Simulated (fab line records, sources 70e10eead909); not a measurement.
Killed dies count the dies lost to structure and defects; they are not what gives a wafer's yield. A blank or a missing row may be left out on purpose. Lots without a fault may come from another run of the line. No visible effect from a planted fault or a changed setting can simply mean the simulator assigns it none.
fab line records / flow nand-harc
[record] lots = 12 wafers = 36 last-day = 24
route steps=1159 shown A_M0@1010 A_M1@1037 END@1159
lots that met no fault: from a run of the same line without faults
start-h: the number of hours between the record's first day and the start of the first shown wafer of the lot / wait-h: hours from the lot's prior step to this one / " repeats the value in the row above / L1.1+2: a row that stands for several wafers / - no value, or no start was given / * or withheld: withheld / < > ~ a bound
route shown NAME@n: NAME is a module with steps in the file, n the number in the route of the first one / usual: mean and standard deviation over wafers with no fault / same: alike in all rows / chamber/n: place in a boat / sites: per-site readings / _std_site: the standard deviation of these / _edge_site: mean of outer sites minus mean of inner sites / radius-mm: for every site, how far away it sits from the centre of the wafer / mask NAME#n: copy n / behind: tool/chamber where the wafer was last shaped / hold: the reason the lot was held/the length of the hold in hours/how it ended / device: which transistor (n, p or np) failed to switch / end of line: the tests these same wafers got at the end of their route / step lacking rows: just its recipe / killed: dies that structure and defects cost at the first sort, which is not the same as the wafer's yield / map: a wafer's dies, marking killed ones x, the rest . and places with no die _
set.NAME: the setting the step ran with; set.NAME@STEP: the setting that earlier step ran with / model.NAME: the simulator's own value behind a step, which no gauge read
route steps across a sampled set of lots; one table per step, one row per wafer
services: from which hour (start-h, from the record's first day; less than 0 if before it) a tool's chamber was out of use, for how many hours, and why
[[steps]]
[step NHARC_A_M0_CD_MEAS_16]
[usual] cd-nm = 80.6/0.92
lot.wafer=L624.3 tool=cd-sem-02 chamber=- start-h=395.63 wait-h=- cd-nm=80.8
lot.wafer=L624.4 tool=cd-sem-02 chamber=- start-h=395.63 wait-h=- cd-nm=80.8
lot.wafer=L624.5 tool=cd-sem-02 chamber=- start-h=395.63 wait-h=- cd-nm=80.5
lot.wafer=L627.1 tool=cd-sem-03 chamber=- start-h=409.61 wait-h=- cd-nm=81.2
lot.wafer=L627.2 tool=cd-sem-03 chamber=- start-h=409.61 wait-h=- cd-nm=81.6
lot.wafer=L627.6 tool=cd-sem-03 chamber=- start-h=409.61 wait-h=- cd-nm=81.1
lot.wafer=L626.2 tool=cd-sem-01 chamber=- start-h=410.20 wait-h=- cd-nm=80.9
lot.wafer=L626.4 tool=cd-sem-01 chamber=- start-h=410.20 wait-h=- cd-nm=81.5
lot.wafer=L626.6 tool=cd-sem-01 chamber=- start-h=410.20 wait-h=- cd-nm=81.7
lot.wafer=L629.1 tool=cd-sem-01 chamber=- start-h=414.55 wait-h=- cd-nm=80.0
lot.wafer=L629.2 tool=cd-sem-01 chamber=- start-h=414.55 wait-h=- cd-nm=82.2
lot.wafer=L629.5 tool=cd-sem-01 chamber=- start-h=414.55 wait-h=- cd-nm=82.0
lot.wafer=L631.4 tool=cd-sem-02 chamber=- start-h=430.73 wait-h=- cd-nm=79.4
lot.wafer=L631.5 tool=cd-sem-02 chamber=- start-h=430.73 wait-h=- cd-nm=79.9
lot.wafer=L631.6 tool=cd-sem-02 chamber=- start-h=430.73 wait-h=- cd-nm=80.5
lot.wafer=L628.3 tool=cd-sem-02 chamber=- start-h=436.90 wait-h=- cd-nm=78.4
lot.wafer=L628.4 tool=cd-sem-02 chamber=- start-h=436.90 wait-h=- cd-nm=78.9
lot.wafer=L628.6 tool=cd-sem-02 chamber=- start-h=436.90 wait-h=- cd-nm=79.3
lot.wafer=L635.1 tool=cd-sem-01 chamber=- start-h=458.37 wait-h=- cd-nm=81.6
lot.wafer=L635.2 tool=cd-sem-01 chamber=- start-h=458.37 wait-h=- cd-nm=80.4
lot.wafer=L635.4 tool=cd-sem-01 chamber=- start-h=458.37 wait-h=- cd-nm=81.3
lot.wafer=L638.2 tool=cd-sem-01 chamber=- start-h=466.19 wait-h=- cd-nm=82.0
lot.wafer=L638.4 tool=cd-sem-01 chamber=- start-h=466.19 wait-h=- cd-nm=81.4
lot.wafer=L638.5 tool=cd-sem-01 chamber=- start-h=466.19 wait-h=- cd-nm=80.7
lot.wafer=L639.1 tool=cd-sem-01 chamber=- start-h=489.48 wait-h=- cd-nm=80.1
lot.wafer=L639.3 tool=cd-sem-01 chamber=- start-h=489.48 wait-h=- cd-nm=80.6
lot.wafer=L639.4 tool=cd-sem-01 chamber=- start-h=489.48 wait-h=- cd-nm=81.2
lot.wafer=L641.2 tool=cd-sem-01 chamber=- start-h=505.06 wait-h=- cd-nm=79.9
lot.wafer=L641.3 tool=cd-sem-01 chamber=- start-h=505.06 wait-h=- cd-nm=80.7
lot.wafer=L641.4 tool=cd-sem-01 chamber=- start-h=505.06 wait-h=- cd-nm=80.1
lot.wafer=L643.1 tool=cd-sem-02 chamber=- start-h=506.07 wait-h=- cd-nm=80.3
lot.wafer=L643.3 tool=cd-sem-02 chamber=- start-h=506.07 wait-h=- cd-nm=80.9
lot.wafer=L643.6 tool=cd-sem-02 chamber=- start-h=506.07 wait-h=- cd-nm=81.3
lot.wafer=L647.1 tool=cd-sem-02 chamber=- start-h=531.19 wait-h=- cd-nm=79.3
lot.wafer=L647.4 tool=cd-sem-02 chamber=- start-h=531.19 wait-h=- cd-nm=79.9
lot.wafer=L647.6 tool=cd-sem-02 chamber=- start-h=531.19 wait-h=- cd-nm=80.1
[step NHARC_A_M0_ANNEAL_30]
[recipe] temp-c = 225 time-s = 90
[usual] wafer_temp_C_max = 226.5/0.32
[same] time-s = 90
lot.wafer=L624.3 tool=rtp-anneal-02 chamber=0 start-h=397.09 wait-h=0.3 wafer_temp_C_max=226.2
lot.wafer=L624.4 tool=rtp-anneal-02 chamber=0 start-h=397.09 wait-h=0.3 wafer_temp_C_max=226.7
lot.wafer=L624.5 tool=rtp-anneal-02 chamber=0 start-h=397.09 wait-h=0.3 wafer_temp_C_max=226.6
lot.wafer=L627.1 tool=rtp-anneal-01 chamber=0 start-h=410.97 wait-h=0.3 wafer_temp_C_max=226.2
lot.wafer=L627.2 tool=rtp-anneal-01 chamber=0 start-h=410.97 wait-h=0.3 wafer_temp_C_max=227.0
lot.wafer=L627.6 tool=rtp-anneal-01 chamber=0 start-h=410.97 wait-h=0.3 wafer_temp_C_max=226.4
lot.wafer=L626.2 tool=rtp-anneal-01 chamber=0 start-h=411.61 wait-h=0.3 wafer_temp_C_max=226.8
lot.wafer=L626.4 tool=rtp-anneal-01 chamber=0 start-h=411.61 wait-h=0.3 wafer_temp_C_max=226.8
lot.wafer=L626.6 tool=rtp-anneal-01 chamber=0 start-h=411.61 wait-h=0.3 wafer_temp_C_max=226.5
lot.wafer=L629.1 tool=rtp-anneal-01 chamber=0 start-h=415.92 wait-h=0.3 wafer_temp_C_max=226.3
lot.wafer=L629.2 tool=rtp-anneal-01 chamber=0 start-h=415.92 wait-h=0.3 wafer_temp_C_max=226.9
lot.wafer=L629.5 tool=rtp-anneal-01 chamber=0 start-h=415.92 wait-h=0.3 wafer_temp_C_max=226.4
lot.wafer=L631.4 tool=rtp-anneal-02 chamber=0 start-h=432.36 wait-h=0.3 wafer_temp_C_max=226.4
lot.wafer=L631.5 tool=rtp-anneal-02 chamber=0 start-h=432.36 wait-h=0.3 wafer_temp_C_max=226.5
lot.wafer=L631.6 tool=rtp-anneal-02 chamber=0 start-h=432.36 wait-h=0.3 wafer_temp_C_max=226.4
lot.wafer=L628.3 tool=rtp-anneal-01 chamber=0 start-h=438.36 wait-h=0.3 wafer_temp_C_max=226.5
lot.wafer=L628.4 tool=rtp-anneal-01 chamber=0 start-h=438.36 wait-h=0.3 wafer_temp_C_max=226.7
lot.wafer=L628.6 tool=rtp-anneal-01 chamber=0 start-h=438.36 wait-h=0.3 wafer_temp_C_max=226.5
lot.wafer=L635.1 tool=rtp-anneal-01 chamber=0 start-h=459.73 wait-h=- wafer_temp_C_max=226.8
lot.wafer=L635.2 tool=rtp-anneal-01 chamber=0 start-h=459.73 wait-h=- wafer_temp_C_max=226.4
lot.wafer=L635.4 tool=rtp-anneal-01 chamber=0 start-h=459.73 wait-h=- wafer_temp_C_max=226.7
lot.wafer=L638.2 tool=rtp-anneal-01 chamber=0 start-h=467.65 wait-h=0.3 wafer_temp_C_max=226.6
lot.wafer=L638.4 tool=rtp-anneal-01 chamber=0 start-h=467.65 wait-h=0.3 wafer_temp_C_max=227.1
lot.wafer=L638.5 tool=rtp-anneal-01 chamber=0 start-h=467.65 wait-h=0.3 wafer_temp_C_max=226.7
lot.wafer=L639.1 tool=rtp-anneal-01 chamber=0 start-h=490.84 wait-h=0.3 wafer_temp_C_max=226.6
lot.wafer=L639.3 tool=rtp-anneal-01 chamber=0 start-h=490.84 wait-h=0.3 wafer_temp_C_max=227.5
lot.wafer=L639.4 tool=rtp-anneal-01 chamber=0 start-h=490.84 wait-h=0.3 wafer_temp_C_max=227.0
lot.wafer=L641.2 tool=rtp-anneal-01 chamber=0 start-h=506.50 wait-h=- wafer_temp_C_max=226.8
lot.wafer=L641.3 tool=rtp-anneal-01 chamber=0 start-h=506.50 wait-h=- wafer_temp_C_max=226.2
lot.wafer=L641.4 tool=rtp-anneal-01 chamber=0 start-h=506.50 wait-h=- wafer_temp_C_max=226.7
lot.wafer=L643.1 tool=rtp-anneal-02 chamber=0 start-h=507.61 wait-h=- wafer_temp_C_max=226.0
lot.wafer=L643.3 tool=rtp-anneal-02 chamber=0 start-h=507.61 wait-h=- wafer_temp_C_max=226.2
lot.wafer=L643.6 tool=rtp-anneal-02 chamber=0 start-h=507.61 wait-h=- wafer_temp_C_max=226.1
lot.wafer=L647.1 tool=rtp-anneal-01 chamber=0 start-h=532.54 wait-h=- wafer_temp_C_max=226.5
lot.wafer=L647.4 tool=rtp-anneal-01 chamber=0 start-h=532.54 wait-h=- wafer_temp_C_max=226.6
lot.wafer=L647.6 tool=rtp-anneal-01 chamber=0 start-h=532.54 wait-h=- wafer_temp_C_max=226.5
[step NHARC_A_M0_DEP_32]
[recipe] target-thk-a = 300 temp-c = 370 target-thk-nm = 30 pressure-torr = 3 flow-sccm = 200 rf-w = 450 material = SiCN
[usual] heater-power-w = 517/69 rf-fwd-power-W = 448.6/1.4
lot.wafer=L624.3 tool=pecvd-03 chamber=2 start-h=397.94 wait-h=0.1 heater-power-w=421 rf-fwd-power-W=450.4 since-wet-clean-h=93
lot.wafer=L624.5 tool=pecvd-03 chamber=2 start-h=397.94 wait-h=0.1 heater-power-w=427 rf-fwd-power-W=449.2 since-wet-clean-h=-
lot.wafer=L624.4 tool=pecvd-03 chamber=1 start-h=397.94 wait-h=0.1 heater-power-w=562 rf-fwd-power-W=448.2 since-wet-clean-h=-
lot.wafer=L627.1 tool=pecvd-01 chamber=1 start-h=411.93 wait-h=0.1 heater-power-w=519 rf-fwd-power-W=446.9 since-wet-clean-h=162
lot.wafer=L627.2 tool=pecvd-01 chamber=0 start-h=411.93 wait-h=0.1 heater-power-w=568 rf-fwd-power-W=447.0 since-wet-clean-h=162
lot.wafer=L627.6 tool=pecvd-01 chamber=1 start-h=411.93 wait-h=0.1 heater-power-w=520 rf-fwd-power-W=448.8 since-wet-clean-h=-
lot.wafer=L626.2 tool=pecvd-01 chamber=0 start-h=412.67 wait-h=0.1 heater-power-w=581 rf-fwd-power-W=450.9 since-wet-clean-h=163
lot.wafer=L626.6 tool=pecvd-01 chamber=1 start-h=412.67 wait-h=0.1 heater-power-w=625 rf-fwd-power-W=448.3 since-wet-clean-h=-
lot.wafer=L626.4 tool=pecvd-01 chamber=2 start-h=412.67 wait-h=0.1 heater-power-w=459 rf-fwd-power-W=447.4 since-wet-clean-h=-
lot.wafer=L629.1 tool=pecvd-03 chamber=0 start-h=416.92 wait-h=0.1 heater-power-w=504 rf-fwd-power-W=447.5 since-wet-clean-h=112
lot.wafer=L629.2 tool=pecvd-03 chamber=2 start-h=416.92 wait-h=0.1 heater-power-w=418 rf-fwd-power-W=451.4 since-wet-clean-h=112
lot.wafer=L629.5 tool=pecvd-03 chamber=2 start-h=416.92 wait-h=0.1 heater-power-w=419 rf-fwd-power-W=452.1 since-wet-clean-h=-
lot.wafer=L631.5 tool=pecvd-01 chamber=2 start-h=433.31 wait-h=0.2 heater-power-w=565 rf-fwd-power-W=448.7 since-wet-clean-h=-
lot.wafer=L631.4 tool=pecvd-01 chamber=0 start-h=433.31 wait-h=0.2 heater-power-w=612 rf-fwd-power-W=447.3 since-wet-clean-h=-
lot.wafer=L631.6 tool=pecvd-01 chamber=1 start-h=433.31 wait-h=0.2 heater-power-w=535 rf-fwd-power-W=449.5 since-wet-clean-h=-
lot.wafer=L628.3 tool=pecvd-03 chamber=1 start-h=439.33 wait-h=0.1 heater-power-w=527 rf-fwd-power-W=447.7 since-wet-clean-h=134
lot.wafer=L628.6 tool=pecvd-03 chamber=2 start-h=439.33 wait-h=0.1 heater-power-w=408 rf-fwd-power-W=448.2 since-wet-clean-h=-
lot.wafer=L628.4 tool=pecvd-03 chamber=1 start-h=439.33 wait-h=0.1 heater-power-w=525 rf-fwd-power-W=448.2 since-wet-clean-h=-
lot.wafer=L635.1 tool=pecvd-03 chamber=2 start-h=460.73 wait-h=0.1 heater-power-w=446 rf-fwd-power-W=449.7 since-wet-clean-h=155
lot.wafer=L635.2 tool=pecvd-03 chamber=0 start-h=460.73 wait-h=0.1 heater-power-w=493 rf-fwd-power-W=450.4 since-wet-clean-h=155
lot.wafer=L635.4 tool=pecvd-03 chamber=1 start-h=460.73 wait-h=0.1 heater-power-w=509 rf-fwd-power-W=448.9 since-wet-clean-h=-
lot.wafer=L638.2 tool=pecvd-01 chamber=2 start-h=468.58 wait-h=0.1 heater-power-w=493 rf-fwd-power-W=446.3 since-wet-clean-h=37
lot.wafer=L638.5 tool=pecvd-01 chamber=0 start-h=468.58 wait-h=0.1 heater-power-w=561 rf-fwd-power-W=447.0 since-wet-clean-h=-
lot.wafer=L638.4 tool=pecvd-01 chamber=1 start-h=468.58 wait-h=0.1 heater-power-w=638 rf-fwd-power-W=448.0 since-wet-clean-h=-
lot.wafer=L639.3 tool=pecvd-02 chamber=2 start-h=491.84 wait-h=0.1 heater-power-w=454 rf-fwd-power-W=449.3 since-wet-clean-h=145
lot.wafer=L639.1 tool=pecvd-02 chamber=0 start-h=491.84 wait-h=0.1 heater-power-w=474 rf-fwd-power-W=446.2 since-wet-clean-h=145
lot.wafer=L639.4 tool=pecvd-02 chamber=1 start-h=491.84 wait-h=0.1 heater-power-w=550 rf-fwd-power-W=448.0 since-wet-clean-h=-
lot.wafer=L641.2 tool=pecvd-01 chamber=1 start-h=507.45 wait-h=0.1 heater-power-w=593 rf-fwd-power-W=448.4 since-wet-clean-h=76
lot.wafer=L641.3 tool=pecvd-01 chamber=0 start-h=507.45 wait-h=0.1 heater-power-w=603 rf-fwd-power-W=447.4 since-wet-clean-h=76
lot.wafer=L641.4 tool=pecvd-01 chamber=0 start-h=507.45 wait-h=0.1 heater-power-w=608 rf-fwd-power-W=448.0 since-wet-clean-h=-
lot.wafer=L643.1 tool=pecvd-03 chamber=1 start-h=508.59 wait-h=0.1 heater-power-w=499 rf-fwd-power-W=448.8 since-wet-clean-h=22
lot.wafer=L643.3 tool=pecvd-03 chamber=2 start-h=508.59 wait-h=0.1 heater-power-w=385 rf-fwd-power-W=450.0 since-wet-clean-h=22
lot.wafer=L643.6 tool=pecvd-03 chamber=2 start-h=508.59 wait-h=0.1 heater-power-w=376 rf-fwd-power-W=449.1 since-wet-clean-h=-
lot.wafer=L647.1 tool=pecvd-01 chamber=0 start-h=534.91 wait-h=1.5 heater-power-w=624 rf-fwd-power-W=448.1 since-wet-clean-h=104
lot.wafer=L647.4 tool=pecvd-01 chamber=1 start-h=534.91 wait-h=1.5 heater-power-w=645 rf-fwd-power-W=446.8 since-wet-clean-h=-
lot.wafer=L647.6 tool=pecvd-01 chamber=2 start-h=534.91 wait-h=1.5 heater-power-w=493 rf-fwd-power-W=450.5 since-wet-clean-h=-
[step NHARC_A_M1_OVL_MEAS_10]
[recipe] pitch-nm = 240
[usual] overlay-x-nm = -0.2/1 overlay-y-nm = 0.1/0.66
lot.wafer=L624.3 tool=overlay-02 chamber=- start-h=399.26 wait-h=- overlay-x-nm=1.3 overlay-y-nm=-0.7
lot.wafer=L624.4 tool=overlay-02 chamber=- start-h=399.26 wait-h=- overlay-x-nm=0.8 overlay-y-nm=-0.4
lot.wafer=L624.5 tool=overlay-02 chamber=- start-h=399.26 wait-h=- overlay-x-nm=1.0 overlay-y-nm=-0.5
lot.wafer=L627.1 tool=overlay-02 chamber=- start-h=413.11 wait-h=- overlay-x-nm=0.1 overlay-y-nm=1.2
lot.wafer=L627.2 tool=overlay-02 chamber=- start-h=413.11 wait-h=- overlay-x-nm=0.3 overlay-y-nm=1.1
lot.wafer=L627.6 tool=overlay-02 chamber=- start-h=413.11 wait-h=- overlay-x-nm=0.0 overlay-y-nm=1.3
lot.wafer=L626.2 tool=overlay-01 chamber=- start-h=414.02 wait-h=- overlay-x-nm=-0.2 overlay-y-nm=1.5
lot.wafer=L626.4 tool=overlay-01 chamber=- start-h=414.02 wait-h=- overlay-x-nm=-0.2 overlay-y-nm=0.4
lot.wafer=L626.6 tool=overlay-01 chamber=- start-h=414.02 wait-h=- overlay-x-nm=-0.7 overlay-y-nm=0.5
lot.wafer=L629.1 tool=overlay-02 chamber=- start-h=418.63 wait-h=- overlay-x-nm=0.7 overlay-y-nm=-0.2
lot.wafer=L629.2 tool=overlay-02 chamber=- start-h=418.63 wait-h=- overlay-x-nm=0.3 overlay-y-nm=-0.2
lot.wafer=L629.5 tool=overlay-02 chamber=- start-h=418.63 wait-h=- overlay-x-nm=-0.5 overlay-y-nm=-0.1
lot.wafer=L631.4 tool=overlay-02 chamber=- start-h=434.53 wait-h=- overlay-x-nm=-0.5 overlay-y-nm=0.4
lot.wafer=L631.5 tool=overlay-02 chamber=- start-h=434.53 wait-h=- overlay-x-nm=-0.5 overlay-y-nm=0.5
lot.wafer=L631.6 tool=overlay-02 chamber=- start-h=434.53 wait-h=- overlay-x-nm=-0.4 overlay-y-nm=-0.2
lot.wafer=L628.3 tool=overlay-02 chamber=- start-h=440.46 wait-h=- overlay-x-nm=0.4 overlay-y-nm=1.6
lot.wafer=L628.4 tool=overlay-02 chamber=- start-h=440.46 wait-h=- overlay-x-nm=0.3 overlay-y-nm=1.3
lot.wafer=L628.6 tool=overlay-02 chamber=- start-h=440.46 wait-h=- overlay-x-nm=0.8 overlay-y-nm=0.8
lot.wafer=L635.1 tool=overlay-02 chamber=- start-h=461.95 wait-h=- overlay-x-nm=-0.5 overlay-y-nm=-0.3
lot.wafer=L635.2 tool=overlay-02 chamber=- start-h=461.95 wait-h=- overlay-x-nm=-0.4 overlay-y-nm=-0.2
lot.wafer=L635.4 tool=overlay-02 chamber=- start-h=461.95 wait-h=- overlay-x-nm=-0.2 overlay-y-nm=-0.5
lot.wafer=L638.2 tool=overlay-02 chamber=- start-h=469.80 wait-h=- overlay-x-nm=0.1 overlay-y-nm=0.3
lot.wafer=L638.4 tool=overlay-02 chamber=- start-h=469.80 wait-h=- overlay-x-nm=0.3 overlay-y-nm=0.5
lot.wafer=L638.5 tool=overlay-02 chamber=- start-h=469.80 wait-h=- overlay-x-nm=-0.2 overlay-y-nm=0.4
lot.wafer=L639.1 tool=overlay-01 chamber=- start-h=493.03 wait-h=- overlay-x-nm=-0.8 overlay-y-nm=-0.9
lot.wafer=L639.3 tool=overlay-01 chamber=- start-h=493.03 wait-h=- overlay-x-nm=-0.8 overlay-y-nm=-0.8
lot.wafer=L639.4 tool=overlay-01 chamber=- start-h=493.03 wait-h=- overlay-x-nm=-0.5 overlay-y-nm=-0.9
lot.wafer=L641.2 tool=overlay-01 chamber=- start-h=508.83 wait-h=- overlay-x-nm=0.8 overlay-y-nm=-0.1
lot.wafer=L641.3 tool=overlay-01 chamber=- start-h=508.83 wait-h=- overlay-x-nm=1.1 overlay-y-nm=-0.6
lot.wafer=L641.4 tool=overlay-01 chamber=- start-h=508.83 wait-h=- overlay-x-nm=1.0 overlay-y-nm=-0.6
lot.wafer=L643.1 tool=overlay-01 chamber=- start-h=509.80 wait-h=- overlay-x-nm=-1.0 overlay-y-nm=-1.4
lot.wafer=L643.3 tool=overlay-01 chamber=- start-h=509.80 wait-h=- overlay-x-nm=-1.1 overlay-y-nm=-1.2
lot.wafer=L643.6 tool=overlay-01 chamber=- start-h=509.80 wait-h=- overlay-x-nm=-1.0 overlay-y-nm=-1.4
lot.wafer=L647.1 tool=overlay-01 chamber=- start-h=536.25 wait-h=- overlay-x-nm=-1.7 overlay-y-nm=0.1
lot.wafer=L647.4 tool=overlay-01 chamber=- start-h=536.25 wait-h=- overlay-x-nm=-1.2 overlay-y-nm=0.2
lot.wafer=L647.6 tool=overlay-01 chamber=- start-h=536.25 wait-h=- overlay-x-nm=-2.4 overlay-y-nm=-0.3
[step NHARC_A_M1_INSPECT_11]
[usual] raw-defect-count = 31/14
lot.wafer=L624.3 tool=defect-inspect-02 chamber=- start-h=399.29 wait-h=0.0 raw-defect-count=15
lot.wafer=L624.4 tool=defect-inspect-02 chamber=- start-h=399.29 wait-h=0.0 raw-defect-count=14
lot.wafer=L624.5 tool=defect-inspect-02 chamber=- start-h=399.29 wait-h=0.0 raw-defect-count=16
lot.wafer=L627.1 tool=defect-inspect-01 chamber=- start-h=413.15 wait-h=0.0 raw-defect-count=10
lot.wafer=L627.2 tool=defect-inspect-01 chamber=- start-h=413.15 wait-h=0.0 raw-defect-count=14
lot.wafer=L627.6 tool=defect-inspect-01 chamber=- start-h=413.15 wait-h=0.0 raw-defect-count=14
lot.wafer=L626.2 tool=defect-inspect-01 chamber=- start-h=414.06 wait-h=0.0 raw-defect-count=28
lot.wafer=L626.4 tool=defect-inspect-01 chamber=- start-h=414.06 wait-h=0.0 raw-defect-count=22
lot.wafer=L626.6 tool=defect-inspect-01 chamber=- start-h=414.06 wait-h=0.0 raw-defect-count=20
lot.wafer=L629.1 tool=defect-inspect-02 chamber=- start-h=418.67 wait-h=0.0 raw-defect-count=26
lot.wafer=L629.2 tool=defect-inspect-02 chamber=- start-h=418.67 wait-h=0.0 raw-defect-count=39
lot.wafer=L629.5 tool=defect-inspect-02 chamber=- start-h=418.67 wait-h=0.0 raw-defect-count=29
lot.wafer=L631.4 tool=defect-inspect-02 chamber=- start-h=434.56 wait-h=0.0 raw-defect-count=12
lot.wafer=L631.5 tool=defect-inspect-02 chamber=- start-h=434.56 wait-h=0.0 raw-defect-count=17
lot.wafer=L631.6 tool=defect-inspect-02 chamber=- start-h=434.56 wait-h=0.0 raw-defect-count=15
lot.wafer=L628.3 tool=defect-inspect-02 chamber=- start-h=440.50 wait-h=0.0 raw-defect-count=18
lot.wafer=L628.4 tool=defect-inspect-02 chamber=- start-h=440.50 wait-h=0.0 raw-defect-count=23
lot.wafer=L628.6 tool=defect-inspect-02 chamber=- start-h=440.50 wait-h=0.0 raw-defect-count=31
lot.wafer=L635.1 tool=defect-inspect-02 chamber=- start-h=461.99 wait-h=0.0 raw-defect-count=43
lot.wafer=L635.2 tool=defect-inspect-02 chamber=- start-h=461.99 wait-h=0.0 raw-defect-count=33
lot.wafer=L635.4 tool=defect-inspect-02 chamber=- start-h=461.99 wait-h=0.0 raw-defect-count=42
lot.wafer=L638.2 tool=defect-inspect-01 chamber=- start-h=469.83 wait-h=0.0 raw-defect-count=21
lot.wafer=L638.4 tool=defect-inspect-01 chamber=- start-h=469.83 wait-h=0.0 raw-defect-count=33
lot.wafer=L638.5 tool=defect-inspect-01 chamber=- start-h=469.83 wait-h=0.0 raw-defect-count=29
lot.wafer=L639.1 tool=defect-inspect-01 chamber=- start-h=493.06 wait-h=0.0 raw-defect-count=24
lot.wafer=L639.3 tool=defect-inspect-01 chamber=- start-h=493.06 wait-h=0.0 raw-defect-count=31
lot.wafer=L639.4 tool=defect-inspect-01 chamber=- start-h=493.06 wait-h=0.0 raw-defect-count=33
lot.wafer=L641.2 tool=defect-inspect-01 chamber=- start-h=508.87 wait-h=0.0 raw-defect-count=68
lot.wafer=L641.3 tool=defect-inspect-01 chamber=- start-h=508.87 wait-h=0.0 raw-defect-count=53
lot.wafer=L641.4 tool=defect-inspect-01 chamber=- start-h=508.87 wait-h=0.0 raw-defect-count=59
lot.wafer=L643.1 tool=defect-inspect-02 chamber=- start-h=509.84 wait-h=0.0 raw-defect-count=34
lot.wafer=L643.3 tool=defect-inspect-02 chamber=- start-h=509.84 wait-h=0.0 raw-defect-count=744
lot.wafer=L643.6 tool=defect-inspect-02 chamber=- start-h=509.84 wait-h=0.0 raw-defect-count=734
lot.wafer=L647.1 tool=defect-inspect-01 chamber=- start-h=536.28 wait-h=0.0 raw-defect-count=11
lot.wafer=L647.4 tool=defect-inspect-01 chamber=- start-h=536.28 wait-h=0.0 raw-defect-count=18
lot.wafer=L647.6 tool=defect-inspect-01 chamber=- start-h=536.28 wait-h=0.0 raw-defect-count=18
[step NHARC_END_SORT_01]
[recipe] temp-c = 25
[usual] defect-limited-yield = 95.4/1.8 killed-at-array = 27/11 killed-at-other = 0.7/1.1 killed-at-periphery = 3.4/2.1 killed-dies = 31/12 killed-open = 3.6/2 killed-short = 2.0/1.3 sort_bin_2_pct = 1.5/0.71 sort_bin_3_pct = 0.25/0.22 sort_bin_4_pct = 2.9/1.2 sort-n-pass = 646/12 sort-rim-yield-pct = 95.0/2.5 sort-yield-pct = 95.4/1.8
[same] gross-dies = 677 sort_bin_5_pct[%] = 0 sort_bin_6_pct[%] = 0 sort_bin_7_pct[%] = 0 sort_bin_8_pct[%] = 0 sort-rim-n-gross = 106.00
lot.wafer=L643.1 tool=prober-02 chamber=0 start-h=548.16 wait-h=2.5 defect-limited-yield[%]=95.1 killed-at-array=24 killed-at-other=0 killed-at-periphery=9 killed-dies=33 killed-open=3 killed-short=1 sort_bin_2_pct[%]=1.3 sort_bin_3_pct[%]=0.15 sort_bin_4_pct[%]=3.4 sort-n-pass=644 sort-rim-yield-pct[%]=97.2 sort-yield-pct[%]=95.1
lot.wafer=L643.3 tool=prober-02 chamber=0 start-h=549.77 wait-h=3.1 defect-limited-yield[%]=81.7 killed-at-array=118 killed-at-other=0 killed-at-periphery=6 killed-dies=124 killed-open=2 killed-short=6 sort_bin_2_pct[%]=7.7 sort_bin_3_pct[%]=4.73 sort_bin_4_pct[%]=5.9 sort-n-pass=553 sort-rim-yield-pct[%]=94.3 sort-yield-pct[%]=81.7
lot.wafer=L643.6 tool=prober-02 chamber=0 start-h=552.20 wait-h=4.0 defect-limited-yield[%]=83.6 killed-at-array=102 killed-at-other=1 killed-at-periphery=8 killed-dies=111 killed-open=5 killed-short=1 sort_bin_2_pct[%]=7.2 sort_bin_3_pct[%]=4.28 sort_bin_4_pct[%]=4.9 sort-n-pass=566 sort-rim-yield-pct[%]=97.2 sort-yield-pct[%]=83.6
// killed by level:class
L643.1 A_CHANNEL_HOLE_D1:chamber-film-flake=20 P_BONDPAD:chamber-film-flake=4 P_GATE:chamber-film-flake=2 P_M1:chamber-film-flake=2 P_STI:geometric-particle:open=1 A_CHANNEL_FILL_D1:geometric-particle:open=1 A_CHANNEL_FILL_D1:geometric-particle:short=1 A_M0:geometric-particle:open=1
L643.3 A_M0:unspecified=88 A_CHANNEL_HOLE_D1:chamber-film-flake=20 P_BONDPAD:chamber-film-flake=5 A_CONTACT:geometric-particle:short=2 A_CONTACT:chamber-film-flake=2 A_SOURCE_PLATE:geometric-particle:short=1 A_CHANNEL_HOLE_D1:geometric-particle:short=1 A_STAIRCASE:geometric-particle:open=1
L643.6 A_M0:unspecified=85 A_CHANNEL_HOLE_D1:chamber-film-flake=13 P_GATE:chamber-film-flake=3 P_BONDPAD:chamber-film-flake=2 P_M0:geometric-particle:open=1 P_M1:geometric-particle:open=1 A_SLIT:geometric-particle:open=1 A_WL_FILL:geometric-particle:short=1
[[services]]
tool=pecvd-02 chamber=- start-h=380.66 hours=0.7 kind=repair
tool=pecvd-01 chamber=0 start-h=405.87 hours=5.1 kind=repair
tool=pecvd-03 chamber=1 start-h=411.13 hours=9.1 kind=repair
tool=pecvd-01 chamber=- start-h=418.22 hours=13.0 kind=pm
tool=pecvd-01 chamber=0 start-h=418.22 hours=13.0 kind=vent-cycle
tool=pecvd-01 chamber=1 start-h=418.22 hours=13.0 kind=vent-cycle
tool=pecvd-01 chamber=2 start-h=418.22 hours=13.0 kind=vent-cycle
tool=pecvd-02 chamber=- start-h=430.98 hours=1.4 kind=repair
tool=pecvd-01 chamber=0 start-h=431.22 hours=- kind=clean
tool=pecvd-01 chamber=1 start-h=431.22 hours=- kind=clean
tool=pecvd-01 chamber=2 start-h=431.22 hours=- kind=clean
tool=pecvd-01 chamber=2 start-h=440.47 hours=18.8 kind=repair
tool=pecvd-03 chamber=- start-h=443.71 hours=2.3 kind=repair
tool=pecvd-03 chamber=- start-h=446.07 hours=0.3 kind=repair
tool=pecvd-03 chamber=- start-h=473.33 hours=13.0 kind=pm
tool=pecvd-03 chamber=0 start-h=473.33 hours=13.0 kind=vent-cycle
tool=pecvd-03 chamber=1 start-h=473.33 hours=13.0 kind=vent-cycle
tool=pecvd-03 chamber=2 start-h=473.33 hours=13.0 kind=vent-cycle
tool=pecvd-03 chamber=0 start-h=486.33 hours=- kind=clean
tool=pecvd-03 chamber=1 start-h=486.33 hours=- kind=clean
tool=pecvd-03 chamber=2 start-h=486.33 hours=- kind=clean
tool=pecvd-01 chamber=- start-h=501.67 hours=0.3 kind=repair
tool=pecvd-02 chamber=- start-h=515.19 hours=13.0 kind=pm
tool=pecvd-01 chamber=2 start-h=524.89 hours=2.4 kind=repair
[[key]]
[first-sign] step = NHARC_A_M1_INSPECT_11 reading = raw-defect-count direction = up sigmas = 50 usual = 31 struck = 739
[effect] step = NHARC_END_SORT_01 reading = killed-at-array direction = up sigmas = 7.3 usual = 27 struck = 110
[more-kills-born-at] NHARC_A_M0_DEP_32@pecvd-03 = 173
met-at NHARC_A_M0_DEP_32
struck-lots L643
struck-wafers L643.3,L643.6
not-acting-at NHARC_A_M0_CD_MEAS_16,NHARC_A_M0_ANNEAL_30,NHARC_A_M1_OVL_MEAS_10
onset-between 460.73 508.59
[fault] kind = chamber-particle-source tool = pecvd-03 chamber = 2 onset-h = 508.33 steps = NHARC_A_M0_DEP_32 rate-per-visit-cm2 = 1.0884 end-h = 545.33
